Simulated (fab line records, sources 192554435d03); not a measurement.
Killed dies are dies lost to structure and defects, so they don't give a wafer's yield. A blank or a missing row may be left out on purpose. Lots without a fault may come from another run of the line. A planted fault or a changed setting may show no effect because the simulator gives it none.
fab line records | flow n5_finfet
record lots=8 wafers=23 last_day=19
route steps=1938 shown DUMMY_GATE@250 SD_EPI_N@277 SD_EPI_P@296 BEOL_M4@1111
lots that met no fault: from a run of the same line without faults
start_h: hours from the record's first day to the start of the lot's first wafer shown | wait_h: hours since the lot's step before | " the same as in the row above | L1.1+2: a row that stands for several wafers | - no value, or no start given | * or withheld: withheld | < > ~ a bound
route shown NAME@n: a module of which the file shows steps, and the number in the route of the first | usual: mean/standard deviation of fault-free wafers | same: alike in all rows | chamber/n: place in a boat | sites: the reading at each site | _std_site: their standard deviation | _edge_site: outer sites' mean less inner sites' | radius_mm: how far each site lies from the wafer's centre | mask NAME#n: copy n | behind: the tool/chamber that last shaped the wafer | hold: why the lot was held/for how many hours/how that ended | device: the transistor (n, p or np) that didn't switch | end of line: the same wafers' tests at the end of the route | a step without rows: its recipe alone | killed: dies lost to structure and defects at the first sort, not the wafer's yield | map: a wafer's dies, x killed, . not, _ none there
set.NAME: the setting as run; set.NAME@STEP: as run at that earlier step | model.NAME: the simulator's own value behind a step, which no gauge read
steps of the route over a sample of lots; a table a step, a row a wafer
services: from which hour (start_h, from the record's first day; less than 0 if before it) a tool's chamber was out of use, for how many hours, and why
## steps
# step N5_DUMMY_GATE_ETCH_42
# recipe chemistry=CHF3/O2 target=SiO2 target_depth_a=35 time_s=31 ion_energy_ev=30 bias_w=12 pressure_mtorr=30 source_w=600 Ar_flow_sccm=200 CHF3_flow_sccm=50 O2_flow_sccm=5
# usual bias_w=12.00/0.035 drypump_motor_current_A=5.9/0.51 oes_o_777_au=0.79/0.09 oes_product_au=0.79/0.093 rf_vpp_V=42.3/0.98 showerhead_plenum_p_Torr=2.42/0.068 throttle_valve_pct=18.7/0.32
# columns lot.wafer tool chamber start_h wait_h bias_w drypump_motor_current_A oes_o_777_au oes_product_au rf_hours_counter_h rf_vpp_V showerhead_plenum_p_Torr throttle_valve_pct
L880.2 rie_diel-03 1 47.62 0.0 12.04 6.1 0.75 0.75 133 43.0 2.51 19.2
L880.3 " 3 " " 11.97 6.6 0.70 0.68 232 41.6 2.49 18.9
L880.6 " 0 " " 12.00 4.9 0.83 0.81 - 42.8 2.43 18.5
L886.3 rie_diel-02 3 82.42 0.0 11.94 6.2 0.71 0.71 187 42.2 2.32 18.9
L886.4 " 0 " " 12.00 5.6 0.69 0.69 243 40.5 2.38 19.0
L886.5 " 3 " " 11.96 6.2 0.72 0.71 - 42.4 2.32 18.9
L887.2 rie_diel-02 3 88.23 0.0 11.99 6.2 0.72 0.71 188 42.7 2.32 18.9
L887.4 " 1 " " 11.97 5.2 0.72 0.73 186 41.1 2.32 19.2
L887.5 " 2 " " 11.97 6.4 0.69 0.70 - 42.7 2.38 19.1
L894.1 rie_diel-03 3 131.69 0.0 12.02 6.6 0.96 0.97 4 43.1 2.48 18.5
L894.4 " 2 " " 11.98 5.8 0.76 0.76 130 41.7 2.43 18.6
L894.6 " 2 " " 12.01 5.8 0.76 0.75 - 43.1 2.43 18.6
L895.1 rie_diel-02 3 136.64 0.1 12.01 6.2 0.70 0.70 208 42.9 2.31 19.0
L895.2 " 2 " " 12.02 6.4 0.68 0.68 245 42.3 2.37 19.1
L895.3 " 0 " " 11.96 5.6 0.95 0.98 3 41.5 2.38 18.6
L896.3 rie_diel-03 0 144.59 0.0 12.01 4.9 0.80 0.80 125 43.2 2.42 18.5
L896.4 " 2 " " 12.00 5.8 0.75 0.75 - 42.3 2.42 18.7
L896.6 " 0 " " 12.05 4.9 0.79 0.80 - 41.1 2.42 18.5
L900.2 rie_diel-03 0 184.78 0.1 11.97 4.9 0.79 0.78 138 41.7 2.42 18.5
L900.3 " 2 " " 12.04 5.8 0.75 0.75 142 40.4 2.42 18.7
L900.6 " 2 " " 11.99 5.7 0.75 0.74 - 41.8 2.42 18.6
L903.2 rie_diel-01 3 194.38 0.0 11.97 5.3 1.01 0.98 1 43.7 2.37 18.3
L903.3 " 0 " " 11.95 6.5 0.80 0.82 108 41.9 2.42 18.5
# step N5_SD_EPI_N_ETCHBACK_44
# recipe chemistry=CH3F/O2 mode=anisotropic_etchback target=SiNx target_depth_a=145 stop_on=SiO2 over_etch_frac=0.3 ion_energy_ev=120 pressure_mtorr=30 source_w=395 bias_w=73 Ar_flow_sccm=150 CH3F_flow_sccm=30 O2_flow_sccm=20
# usual bias_w=73.02/0.23 drypump_motor_current_A=5.6/0.5 oes_o_777_au=0.77/0.071 oes_product_au=0.65/0.057 rf_vpp_V=300/7.1 showerhead_plenum_p_Torr=2.01/0.077 throttle_valve_pct=16.38/0.24
# columns lot.wafer tool chamber start_h wait_h bias_w drypump_motor_current_A oes_o_777_au oes_product_au rf_hours_counter_h rf_vpp_V showerhead_plenum_p_Torr throttle_valve_pct
L880.2 rie_diel-06 2 49.59 0.0 72.86 4.9 0.73 0.62 192 303 1.98 15.98
L880.3 " 3 " " 72.71 6.0 0.87 0.71 74 296 2.11 16.33
L880.6 " 0 " " 72.79 5.8 0.70 0.59 - 284 1.89 16.79
L886.3 rie_diel-05 2 85.07 0.0 73.02 5.2 0.70 0.59 254 290 1.87 16.32
L886.4 " 1 " " 73.49 5.1 0.72 0.61 212 309 2.08 16.76
L886.5 " 1 " " 73.67 5.2 0.72 0.61 - 307 2.08 16.77
L887.2 rie_diel-04 3 92.39 0.0 72.79 5.8 0.82 0.68 124 297 1.93 16.49
L887.4 " 0 " " 73.10 4.8 0.84 0.74 46 311 2.03 16.06
L887.5 " 1 " " 72.86 5.9 0.75 0.64 - 310 2.08 16.07
L894.1 rie_diel-04 0 133.79 0.0 72.84 4.8 0.83 0.72 61 312 2.03 16.08
L894.4 " 2 " " 73.22 5.8 0.83 0.70 75 304 2.03 16.42
L894.6 " 0 " " 72.97 4.8 0.83 0.72 - 311 2.03 16.08
L895.1 rie_diel-05 3 138.40 0.0 73.14 5.5 0.71 0.60 210 300 2.05 16.63
L895.2 " 2 " " 72.49 5.2 0.99 0.84 4 296 2.12 15.85
L895.3 " 1 " " 72.86 5.1 0.70 0.60 236 309 2.07 16.80
L896.3 rie_diel-06 2 146.33 0.0 72.66 4.9 0.69 0.60 229 304 1.97 16.05
L896.4 " 1 " " 73.03 5.8 0.75 0.67 132 305 1.93 16.42
L896.6 " 3 " " 73.01 6.0 0.83 0.68 - 295 2.10 16.42
L900.2 rie_diel-04 0 188.05 0.0 73.06 4.8 0.81 0.70 80 312 2.02 16.13
L900.3 " 3 " " 72.90 5.8 0.79 0.65 157 298 1.91 16.55
L900.6 " 0 " " 72.80 4.7 0.80 0.71 - 311 2.02 16.12
L903.2 rie_diel-05 0 196.42 0.0 73.25 6.4 0.74 0.64 169 294 1.92 16.39
L903.3 " 0 " " 73.14 6.5 0.74 0.63 - 292 1.92 16.37
# step N5_SD_EPI_P_COAT_35
# recipe resist=SiARC temp_c=220 time_s=60 spin_rpm=1500 resist_thk_nm=35
# usual chill_plate_temp_C=23.03/0.1 spin_speed_rpm=1500.1/0.97
# columns lot.wafer tool chamber start_h wait_h chill_plate_temp_C spin_speed_rpm
L880.2 litho_track-02 0 53.15 - 23.14 1500.3
L880.3 " 0 " " 23.15 1500.4
L880.6 " 0 " " 23.11 1500.2
L886.3 litho_track-02 0 89.17 - 23.04 1498.5
L886.4 " 0 " " 23.17 1499.4
L886.5 " 0 " " 22.99 1500.1
L887.2 litho_track-02 0 96.76 - 23.00 1498.6
L887.4 " 0 " " 22.94 1500.2
L887.5 " 0 " " 22.93 1499.2
L894.1 litho_track-05 0 139.08 - 23.21 1500.8
L894.4 " 0 " " 23.14 1499.6
L894.6 " 0 " " 23.09 1501.4
L895.1 litho_track-02 0 141.97 - 23.03 732.8
L895.2 " 0 " " 23.23 733.8
L895.3 " 0 " " 23.04 732.3
L896.3 litho_track-02 0 151.63 - 23.08 732.9
L896.4 " 0 " " 23.02 733.7
L896.6 " 0 " " 23.21 733.0
L900.2 litho_track-05 0 192.39 - 23.11 1498.9
L900.3 " 0 " " 22.90 1500.0
L900.6 " 0 " " 23.15 1502.1
L903.2 litho_track-05 0 202.92 - 22.99 1501.7
L903.3 " 0 " " 22.96 1499.7
# step N5_SD_EPI_P_DESCUM_14
# recipe chemistry=O2 time_s=7.9 source_power_w=50 bias_power_w=20 pressure_mtorr=20 rf_frequency_hz=2.712e+07 temp_c=40 resist=CAR-ArF-block o2_flow_sccm=225
# usual drypump_motor_current_A=5.8/0.49 oes_product_au=0.81/0.1 rf_vpp_V=243.3/1.4 showerhead_plenum_p_Torr=2.10/0.07 throttle_valve_pct=20.32/0.28
# columns lot.wafer tool chamber start_h wait_h drypump_motor_current_A oes_product_au rf_hours_counter_h rf_vpp_V showerhead_plenum_p_Torr throttle_valve_pct
L880.2 rie_diel-01 1 53.65 0.1 5.8 1.00 1 246.0 2.24 19.88
L880.3 " 0 " " 6.5 0.88 59 244.3 2.11 20.01
L880.6 " 3 " " 5.4 0.70 - 242.9 2.08 20.45
L886.3 rie_diel-03 2 89.58 0.1 5.8 0.77 116 244.1 2.11 20.21
L886.4 " 0 " " 4.9 0.81 108 244.6 2.11 20.10
L886.5 " 1 " " 6.0 0.75 - 245.4 2.17 20.75
L887.2 rie_diel-02 0 97.21 0.0 5.6 0.68 248 243.2 2.05 20.50
L887.4 " 3 " " 6.2 0.70 193 240.9 2.00 20.53
L887.5 " 0 " " 5.6 0.69 - 242.1 2.05 20.50
L894.1 rie_diel-01 3 139.41 0.0 5.4 0.70 243 241.8 2.07 20.50
L894.4 " 2 " " 5.8 0.88 26 244.1 2.13 20.21
L894.6 " 0 " " 6.4 0.85 - 242.5 2.10 20.06
L895.1 rie_diel-01 0 142.48 0.2 6.4 0.84 91 241.9 2.10 20.05
L895.2 " 2 " " 5.7 0.87 27 243.6 2.13 20.20
L895.3 " 1 " " 5.8 0.92 21 246.6 2.24 19.94
L896.3 rie_diel-01 1 151.96 0.0 5.7 0.93 23 245.2 2.24 19.92
L896.4 " 0 " " 6.4 0.83 92 242.7 2.10 20.07
L896.6 " 3 " " 5.4 0.68 - 240.8 2.07 20.50
L900.2 rie_diel-02 1 192.91 0.1 5.2 0.70 222 241.8 1.98 20.78
L900.3 " 3 " " 6.2 0.68 223 240.8 1.98 20.57
L900.6 " 2 " " 6.4 0.96 - 242.6 2.04 20.34
L903.2 rie_diel-01 2 203.77 0.4 5.7 0.86 47 242.3 2.12 20.25
L903.3 " 3 " " 5.4 0.97 3 241.8 2.07 20.05
# step N5_SD_EPI_P_ETCH_36
# recipe chemistry=CF4 target=SiARC target_depth_a=455 mask_material=CAR-ArF-block time_s=75.8 ion_energy_ev=80 pressure_mtorr=40 source_w=545 bias_w=36 Ar_flow_sccm=100 cf4_flow_sccm=100 ends=cleared
# usual bias_w=36.01/0.12 drypump_motor_current_A=5.8/0.49 etch_rf_on_time_s=75.2/1.7 oes_product_au=0.69/0.087 rf_vpp_V=184.2/1.2 showerhead_plenum_p_Torr=2.15/0.066 throttle_valve_pct=15.5/0.31
# columns lot.wafer tool chamber start_h wait_h bias_w drypump_motor_current_A etch_rf_on_time_s oes_product_au rf_hours_counter_h rf_vpp_V showerhead_plenum_p_Torr throttle_valve_pct
L880.2 rie_diel-01 1 53.69 0.0 35.78 5.7 71.9 0.87 1 185.2 2.28 15.0
L880.3 " 0 " " 35.95 6.4 75.3 0.75 59 183.3 2.17 15.3
L880.6 " 3 " " 35.85 5.3 74.9 0.61 - 181.7 2.13 15.6
L886.3 rie_diel-03 2 89.61 0.0 36.17 5.8 76.2 0.66 116 183.3 2.16 15.4
L886.4 " 0 " " 36.24 4.9 77.0 0.68 108 184.3 2.16 15.3
L886.5 " 1 " " 36.10 6.0 76.4 0.65 - 186.8 2.23 16.0
L887.2 rie_diel-02 0 97.25 0.0 35.94 5.6 75.7 0.59 248 183.3 2.10 15.8
L887.4 " 3 " " 35.83 6.2 76.9 0.60 193 182.8 2.05 15.7
L887.5 " 0 " " 36.06 5.6 76.2 0.58 - 183.8 2.10 15.8
L894.1 rie_diel-01 3 139.44 0.0 35.95 5.4 74.8 0.59 243 184.1 2.12 15.7
L894.4 " 2 " " 36.08 5.7 75.8 0.75 26 184.2 2.18 15.4
L894.6 " 0 " " 35.89 6.4 75.3 0.71 - 184.3 2.16 15.4
L895.1 rie_diel-01 0 142.52 0.0 - 6.4 106.9 0.74 91 184.7 2.16 15.4
L895.2 " 2 " " - 5.7 107.5 0.79 27 183.7 2.18 15.4
L895.3 " 1 " " - 5.8 103.4 0.82 21 185.4 2.27 15.0
L896.3 rie_diel-01 1 151.99 0.0 - 5.8 103.6 0.81 23 185.3 2.27 15.0
L896.4 " 0 " " - 6.4 107.6 0.74 92 185.3 2.16 15.4
L896.6 " 3 " " - 5.4 106.8 0.61 - 183.2 2.12 15.7
L900.2 rie_diel-02 1 192.95 0.0 36.08 5.2 77.2 0.59 222 182.0 2.04 16.0
L900.3 " 3 " " 36.18 6.2 76.8 0.59 223 183.5 2.04 15.8
L900.6 " 2 " " 35.93 6.4 74.7 0.84 - 183.1 2.10 15.6
L903.2 rie_diel-01 2 203.81 0.0 36.26 5.7 77.1 0.71 47 185.9 2.17 15.5
L903.3 " 3 " " 36.07 5.4 75.8 0.82 3 185.1 2.11 15.2
# step N5_BEOL_M4_RC_MEAS_101
# usual DIBL_N=37.2/2.1 DIBL_P=37.3/2.3 IOFF_N=0.18/0.041 IOFF_P=0.24/0.042 ION_N=680/13 ION_P=466/7.7 SS_N=71.8/0.68 SS_P=73.5/0.66 VT_N=249/3.6 VT_P=-248/3.4
# columns lot.wafer tool chamber start_h wait_h DIBL_N[mV/V] DIBL_P[mV/V] IOFF_N[nA/um] IOFF_P[nA/um] ION_N[uA/um] ION_P[uA/um] SS_N[mV/dec] SS_P[mV/dec] VT_N[mV] VT_P[mV]
L880.2 prober-02 0 176.10 0.2 36.9 36.3 0.16 0.22 673 467 71.0 72.9 248 -250
L880.3 " 0 " " 36.9 36.9 0.16 0.22 670 467 71.6 73.0 247 -248
L880.6 " 0 " " 37.2 37.8 0.18 0.23 678 466 71.7 73.3 249 -248
L886.3 prober-02 0 210.05 0.3 34.4 33.7 0.13 0.19 676 468 71.2 73.0 254 -252
L886.4 " 0 " " 35.4 35.4 0.14 0.21 668 460 71.7 72.4 252 -248
L886.5 " 0 " " 35.9 35.8 0.15 0.22 673 464 71.1 73.9 248 -246
L887.2 prober-01 0 210.66 0.2 35.8 37.3 0.16 0.21 681 466 70.9 72.9 252 -251
L887.4 " 0 " " 37.4 38.3 0.17 0.22 670 460 71.6 73.8 250 -252
L887.5 " 0 " " 35.7 36.9 0.15 0.19 680 468 71.0 73.2 251 -253
L895.1 prober-02 0 261.09 0.0 38.8 39.7 0.18 0.22 674 452 71.9 74.1 250 -254
L895.2 " 0 " " 36.3 36.9 0.14 0.18 662 447 71.5 73.4 252 -256
L895.3 " 0 " " 38.8 39.1 0.19 0.21 680 457 72.1 73.1 248 -252
L894.1 prober-01 0 268.92 0.0 37.5 36.8 0.17 0.22 677 468 71.5 73.2 249 -246
L894.4 " 0 " " 39.4 39.0 0.21 0.24 681 469 72.1 74.9 248 -247
L894.6 " 0 " " 38.5 37.9 0.18 0.23 678 466 72.5 73.8 247 -247
L896.3 prober-02 0 271.24 0.3 34.8 34.9 0.13 0.19 678 467 71.0 72.9 255 -248
L896.4 " 0 " " 36.9 38.3 0.16 0.25 687 475 71.2 73.7 251 -245
L896.6 " 0 " " 35.8 37.3 0.15 0.23 685 470 71.2 72.9 252 -249
L900.2 prober-02 0 313.11 0.2 38.3 36.8 0.17 0.22 676 462 71.4 73.8 248 -248
L900.3 " 0 " " 37.0 34.8 0.15 0.20 687 465 71.8 72.7 250 -249
L900.6 " 0 " " 36.4 35.6 0.15 0.21 677 474 71.5 73.0 250 -249
L903.2 prober-02 0 336.04 0.2 37.5 36.9 0.18 0.25 675 466 72.0 73.6 251 -249
L903.3 " 0 " " 38.1 37.8 0.20 0.27 677 463 72.2 74.2 248 -245
## services
# columns tool chamber start_h hours kind
rie_diel-02 - 28.76 0.9 repair
rie_diel-05 - 38.45 3.1 repair
rie_diel-04 1 47.31 3.7 repair
rie_diel-01 2 48.74 - clean
rie_diel-01 2 48.74 - consumable_replace:focus_ring
rie_diel-01 2 48.74 18.0 scheduled_down
rie_diel-01 2 48.74 18.0 vent_cycle
rie_diel-03 1 55.48 3.0 repair
rie_diel-04 1 72.66 7.5 repair
rie_diel-01 1 74.60 31.8 repair
rie_diel-05 2 89.97 4.8 repair
rie_diel-02 0 105.21 - clean
rie_diel-02 0 105.21 - consumable_replace:focus_ring
rie_diel-04 1 106.99 5.1 repair
rie_diel-05 0 147.50 7.9 repair
rie_diel-04 2 158.73 9.8 repair
rie_diel-03 2 170.50 10.6 repair
rie_diel-01 3 172.28 - clean
rie_diel-01 3 172.28 - consumable_replace:focus_ring
rie_diel-01 3 172.28 17.3 scheduled_down
rie_diel-01 3 172.28 17.3 vent_cycle
rie_diel-02 - 186.52 0.8 repair
rie_diel-05 2 186.93 18.4 repair
rie_diel-06 1 194.90 14.0 repair
## key
first_sign step=N5_SD_EPI_P_COAT_35 reading=spin_speed_rpm direction=down sigmas=99+ usual=* struck=*
effect step=N5_SD_EPI_P_ETCH_36 reading=etch_rf_on_time_s direction=up sigmas=19 usual=* struck=*
met_at N5_SD_EPI_P_COAT_35
struck_lots L895,L896
not_acting_at N5_DUMMY_GATE_ETCH_42,N5_SD_EPI_N_ETCHBACK_44,N5_SD_EPI_P_DESCUM_14
onset_between 96.76 141.97
fault kind=process_parameter_drift tool=litho_track-02 chamber=- onset_h=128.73 steps=N5_SD_EPI_P_COAT_35 channel=spin_rpm offset=* shape=step end_h=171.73 acts_in=* stated=*
